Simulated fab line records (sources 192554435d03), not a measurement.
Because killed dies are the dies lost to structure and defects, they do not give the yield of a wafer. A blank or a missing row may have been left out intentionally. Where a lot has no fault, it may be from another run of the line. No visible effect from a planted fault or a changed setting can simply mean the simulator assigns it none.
fab line records | flow n5Finfet
record: lots: 11 wafers: 32 lastDay: 18
route steps=1938 shown MIM_TOP_LITHO@1850 PASS1_CAP@1873 TV_OPEN@1890 PAD_METAL@1893
lots with no fault: from the same line, run without faults
startH: start of the lot's first displayed wafer, in hours after the record's first day | waitH: hours elapsed since this lot's preceding step | " as in the row above | L1.1+2: one row covering several wafers at once | - no value, or no start given | * or withheld: withheld | < > ~ a bound
route shown NAME@n: a module of which the file shows steps, and the number in the route of the first | usual: mean and standard deviation over wafers with no fault | same: alike in all rows | chamber/n: place in a boat | sites: per-site readings | _std_site: the standard deviation of these | _edge_site: outer sites' mean less inner sites' | radiusMm: how far each site lies from the wafer's centre | mask NAME#n: copy n | behind: the last tool/chamber to shape the wafer | hold: the reason the lot was held/the length of the hold in hours/how it ended | device: which transistor (n, p or np) failed to switch | end of line: the route-end tests of the same wafers | step lacking rows: just its recipe | killed: the dies lost at the first sort to structure and to defects; this is not the yield of the wafer | map: a wafer's dies, x killed, . not, _ none there
set.NAME: the setting as run; set.NAME@STEP: as run at that earlier step | model.NAME: the simulator's own value behind a step, which no gauge read
the route's steps for a sample of lots (tables are steps, rows are wafers)
services: the hour from which a tool's chamber was out of use, counted from the record's first day as startH (under 0 if before that day), plus the number of hours and why
== steps ==
step: N5_MIM_TOP_LITHO_DESCUM_10
recipe: chemistry: O2 timeS: 7.9 sourcePowerW: 50 biasPowerW: 20 pressureMtorr: 20 rfFrequencyHz: 2.712e+07 tempC: 40 o2FlowSccm: 225
usual: drypumpMotorCurrentA: 5.7/0.53 oesProductAu: 0.81/0.083 rfVppV: 243.6/1.3 showerheadPlenumPTorr: 2.13/0.067 tempC: 40.01/0.12 throttleValvePct: 20.36/0.28
columns lot.wafer tool chamber startH waitH drypumpMotorCurrentA oesProductAu rfHoursCounterH rfVppV showerheadPlenumPTorr tempC throttleValvePct
L698.1 rieDiel-01 1 293.05 0.5 5.8 0.93 27 245.9 2.22 39.91 19.91
L698.3 " 3 " " 6.6 0.88 35 243.8 2.13 40.08 20.19
L698.6 " 3 " " 6.6 0.88 - 243.1 2.13 39.94 20.20
L699.1 rieDiel-01 2 297.63 0.0 5.2 0.79 105 246.6 2.17 40.08 20.13
L699.3 " 0 " " 6.3 0.73 163 244.1 2.18 40.07 20.30
L699.6 " 2 " " 5.2 0.78 - 244.3 2.17 40.18 20.16
L702.2 rieDiel-01 1 312.40 0.0 5.8 0.91 35 244.8 2.21 40.11 19.93
L702.4 " 0 " " 6.3 0.73 170 244.8 2.17 39.98 20.33
L702.5 " 1 " " 5.8 0.91 - 243.5 2.21 39.99 19.92
L703.1 rieDiel-03 2 319.82 0.1 5.0 0.77 129 242.4 2.12 40.03 20.82
L703.4 " 3 " " 6.0 0.76 154 241.4 2.02 40.13 20.67
L703.5 " 0 " " 5.2 0.82 - 243.6 2.10 40.08 20.16
L704.1 rieDiel-03 3 320.09 0.0 5.9 0.76 154 243.0 2.02 39.91 20.67
L704.3 " 1 " " 5.5 0.67 237 242.5 2.15 40.10 20.57
L704.5 " 3 " " 6.0 0.76 - 241.5 2.02 40.06 20.69
L707.3 rieDiel-03 0 338.90 0.1 5.2 0.81 88 244.5 2.10 39.86 20.16
L707.5 " 0 " " 5.2 0.81 - 242.4 2.10 39.92 20.19
L707.6 " 1 " " 5.5 0.67 - 244.6 2.15 39.92 20.56
L714.3 rieDiel-06 3 389.13 0.1 5.4 0.83 71 245.3 2.23 39.93 20.53
L714.4 " 2 " " 6.3 0.89 58 242.1 2.02 40.01 20.01
L714.6 " 0 " " 5.7 0.90 - 244.1 2.14 39.91 20.21
L716.1 rieDiel-01 3 401.56 0.0 6.5 0.81 72 242.1 2.12 39.94 20.26
L716.5 " 0 " " 6.3 0.71 - 245.2 2.16 40.01 20.35
L716.6 " 1 " " 5.7 0.87 - 245.2 2.20 40.13 19.99
L717.2 rieDiel-06 3 407.07 0.0 5.4 0.83 77 243.3 2.23 39.79 20.53
L717.4 " 0 " " 5.8 0.88 40 243.7 2.14 40.06 20.23
L717.6 " 2 " " 6.3 0.88 - 243.2 2.02 39.93 20.04
L718.5 rieDiel-01 0 413.09 0.1 6.3 0.71 - 244.3 2.16 39.97 20.37
L718.6 " 1 " " 5.8 0.86 - 245.5 2.20 39.97 19.98
L719.1 rieDiel-01 2 419.40 0.0 5.2 0.75 145 244.8 2.16 39.99 20.20
L719.2 " 0 " " 6.3 0.71 203 244.2 2.16 40.16 20.36
L719.3 " 1 " " 5.7 0.87 68 245.5 2.20 39.99 19.95
step: N5_PASSIVATION_PECVD_55
recipe: material: SiO2 targetThkA: 4000 tempC: 400 precursor: SiH4/N2O pressureTorr: 2.7 rfW: 608 timeS: 22.5
usual: heaterPowerW: 630/120 showerheadPlenumPTorr: 8.14/0.099 showerheadVppV: 1488/70 throttleValvePct: 52/3.9
columns lot.wafer tool chamber startH waitH heaterPowerW showerheadPlenumPTorr showerheadVppV throttleValvePct
L698.1 pecvd-01 0 294.98 0.0 620 8.04 1423 51
L698.3 " 2 " " 648 8.34 1487 52
L698.6 " 1 " " 659 8.05 1494 61
L699.1 pecvd-04 2 299.37 0.0 559 8.10 1545 47
L699.3 " 1 " " 727 8.11 1503 50
L699.6 " 2 " " 596 8.09 1569 47
L702.2 pecvd-03 2 314.28 0.0 477 8.23 1551 48
L702.4 " 0 " " 841 8.11 1366 55
L702.5 " 1 " " 436 8.11 1584 51
L703.1 pecvd-03 0 321.90 0.0 884 8.09 1343 55
L703.4 " 0 " " 725 8.10 1348 55
L703.5 " 2 " " 477 8.24 1530 48
L704.1 pecvd-01 2 322.10 0.0 631 8.33 1520 52
L704.3 " 0 " " 676 8.02 1412 51
L704.5 " 0 " " 535 8.02 1418 51
L707.3 pecvd-03 2 340.65 0.0 511 8.25 1502 48
L707.5 " 2 " " 524 8.26 1520 48
L707.6 " 1 " " 478 8.09 1615 51
L714.3 pecvd-03 0 390.78 0.0 804 8.08 1342 55
L714.4 " 2 " " 502 8.25 1520 48
L714.6 " 0 " " 833 8.08 1320 55
L716.1 pecvd-01 2 403.79 0.0 649 8.34 1521 53
L716.5 " 0 " " 535 8.03 1427 51
L716.6 " 1 " " 702 8.05 1472 60
L717.2 pecvd-01 2 409.22 0.0 672 8.35 1515 53
L717.4 " 2 " " 674 8.35 1527 53
L717.6 " 0 " " 648 8.04 1424 51
L718.5 pecvd-03 1 415.38 0.0 433 8.09 1581 50
L718.6 " 0 " " 704 8.09 1370 56
L719.1 pecvd-01 1 421.72 0.0 691 8.03 1474 61
L719.2 " 0 " " 605 8.03 1440 51
L719.3 " 2 " " 661 8.35 1506 52
step: N5_PASSIVATION_ETCH_15
recipe: chemistry: CF4/N2 target: SiCN targetDepthA: 750 taperDeg: 2 timeS: 81.2 ionEnergyEv: 150 maskMaterial: SiNx pressureMtorr: 40 sourceW: 430 biasW: 70 Ar_flow_sccm: 100 cf4FlowSccm: 60 n2FlowSccm: 60
usual: biasW: 69.97/0.21 drypumpMotorCurrentA: 5.6/0.37 oesProductAu: 0.77/0.068 rfVppV: 382.6/1.4 showerheadPlenumPTorr: 2.22/0.051 throttleValvePct: 15.48/0.22
columns lot.wafer tool chamber startH waitH biasW drypumpMotorCurrentA oesProductAu rfHoursCounterH rfVppV showerheadPlenumPTorr throttleValvePct
L698.1 rieDiel-05 2 296.52 - 69.99 5.5 0.83 77 383.7 2.23 15.36
L698.3 " 1 " " 70.20 5.6 0.73 191 381.8 2.20 15.48
L698.6 " 1 " " 70.05 5.6 0.73 - 381.8 2.20 15.47
L699.1 rieDiel-04 2 303.05 - 69.67 6.4 0.83 86 383.8 2.24 15.55
L699.3 " 3 " " 70.30 5.7 0.82 74 384.2 2.25 15.59
L699.6 " 0 " " 69.75 5.9 0.75 - 382.1 2.19 15.33
L702.2 rieDiel-05 1 315.54 - 69.90 5.6 0.72 198 381.9 2.19 15.47
L702.4 " 0 " " 69.84 6.2 0.69 216 384.4 2.27 15.82
L702.5 " 3 " " 70.14 5.5 0.84 - 381.2 2.15 15.29
L703.1 rieDiel-02 1 323.96 - 70.04 4.9 0.87 35 382.8 2.24 15.15
L703.4 " 2 " " 69.85 5.5 0.71 - 381.5 2.19 15.36
L703.5 " 3 " " 69.93 5.2 0.68 - 383.8 2.28 15.77
L704.1 rieDiel-05 0 324.10 - 90.51 6.2 0.75 217 449.4 2.27 15.80
L704.3 " 1 " " 69.51 5.6 0.72 200 382.3 2.19 15.49
L704.5 " 0 " " 90.32 6.2 0.74 - 450.2 2.27 15.81
L707.3 rieDiel-05 2 341.62 - 69.79 5.5 0.83 89 382.3 2.23 15.35
L707.5 " 0 " " 90.51 6.2 0.75 - 451.2 2.27 15.81
L707.6 " 3 " " 69.87 5.6 0.84 - 382.0 2.15 15.29
L714.3 rieDiel-05 3 393.72 - 70.10 5.6 0.83 78 381.0 2.15 15.31
L714.4 " 1 " " 69.65 5.6 0.71 220 382.8 2.19 15.53
L714.6 " 3 " " 70.48 5.6 0.83 - 381.6 2.15 15.33
L716.1 rieDiel-04 0 404.94 - 70.06 5.9 0.72 202 380.9 2.18 15.40
L716.5 " 3 " " 69.99 5.7 0.78 - 383.9 2.24 15.65
L716.6 " 0 " " 70.11 5.9 0.72 - 380.9 2.18 15.42
L717.2 rieDiel-04 3 411.35 - 70.25 5.7 0.77 107 382.6 2.24 15.65
L717.4 " 0 " " 70.20 5.9 0.72 203 380.5 2.18 15.41
L717.6 " 3 " " 69.94 5.7 0.77 - 382.0 2.24 15.67
L718.5 rieDiel-05 1 418.41 - 70.20 5.6 0.70 - 381.1 2.18 15.55
L718.6 " 2 " " 70.11 5.5 0.79 - 383.6 2.22 15.43
L719.1 rieDiel-02 2 423.61 - 70.21 5.6 0.69 230 382.5 2.18 15.43
L719.2 " 1 " " 69.92 4.9 0.82 66 382.0 2.23 15.19
L719.3 " 3 " " 69.51 5.2 0.66 240 383.6 2.27 15.83
step: N5_PASSIVATION_DEGAS_18
recipe: ambient: vacuum tempC: 300 timeS: 60
usual: heaterPowerW: 459/57
columns lot.wafer tool chamber startH waitH heaterPowerW
L698.1 pvdSputter-01 - 297.10 0.4 452
L698.3 " - " " 423
L698.6 " - " " 419
L699.1 pvdSputter-03 - 303.69 0.5 487
L699.3 " - " " 392
L699.6 " - " " 532
L702.2 pvdSputter-01 - 316.17 0.5 455
L702.4 " - " " 450
L702.5 " - " " 446
L703.1 pvdSputter-02 - 324.41 0.3 446
L703.4 " - " " 406
L703.5 " - " " 451
L704.1 pvdSputter-03 - 324.59 0.3 431
L704.3 " - " " 478
L704.5 " - " " 479
L707.3 pvdSputter-01 - 342.25 0.5 429
L707.5 " - " " 416
L707.6 " - " " 446
L714.3 pvdSputter-03 - 394.71 0.8 425
L714.4 " - " " 482
L714.6 " - " " 424
L716.1 pvdSputter-03 - 405.53 0.4 420
L716.5 " - " " 420
L716.6 " - " " 479
L717.2 pvdSputter-03 - 412.00 0.5 426
L717.4 " - " " 531
L717.6 " - " " 484
L718.5 pvdSputter-02 - 419.29 0.8 409
L718.6 " - " " 613
L719.1 pvdSputter-02 - 424.24 0.5 430
L719.2 " - " " 598
L719.3 " - " " 400
== services ==
columns tool chamber startH hours kind
rieDiel-02 - 271.71 2.8 pm
pecvd-03 - 276.82 6.0 pm
rieDiel-06 - 277.23 4.3 pm
rieDiel-01 0 287.50 1.8 repair
pecvd-03 - 298.20 0.8 repair
rieDiel-02 - 300.28 4.0 repair
rieDiel-03 0 303.24 7.5 repair
rieDiel-06 2 309.91 2.8 repair
rieDiel-03 1 321.25 4.6 repair
rieDiel-02 0 322.58 9.6 repair
rieDiel-04 1 330.34 2.0 repair
pvdSputter-03 - 332.92 11.1 repair
rieDiel-02 - 337.47 0.7 repair
pvdSputter-02 - 346.78 6.9 repair
rieDiel-05 3 351.34 12.4 repair
pecvd-01 2 352.90 6.9 repair
pecvd-03 - 356.33 1.8 repair
pecvd-03 - 362.51 2.8 pm
rieDiel-01 - 373.96 1.1 repair
rieDiel-01 1 378.85 1.3 repair
rieDiel-04 0 384.21 6.8 repair
pvdSputter-01 - 414.60 1.4 repair
pecvd-03 - 416.17 1.0 repair
pvdSputter-03 - 422.76 1.9 repair
== key ==
firstSign: step: N5_PASSIVATION_ETCH_15 reading: biasW direction: up sigmas: 99+ usual: * struck: *
effect: step: N5_PASSIVATION_ETCH_15 reading: rfVppV direction: up sigmas: 48 usual: 382.6 struck: 450.3
metAt N5_PASSIVATION_ETCH_15
struckLots L704,L707
struckWafers L704.1,L704.5,L707.5
notActingAt N5_MIM_TOP_LITHO_DESCUM_10,N5_PASSIVATION_PECVD_55,N5_PASSIVATION_DEGAS_18
onsetBetween 315.54 324.10
fault: kind: processParameterDrift tool: rieDiel-05 chamber: 0 onsetH: 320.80 steps: N5_PASSIVATION_ETCH_15 channel: biasW offset: * shape: step endH: 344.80 actsIn: * stated: *
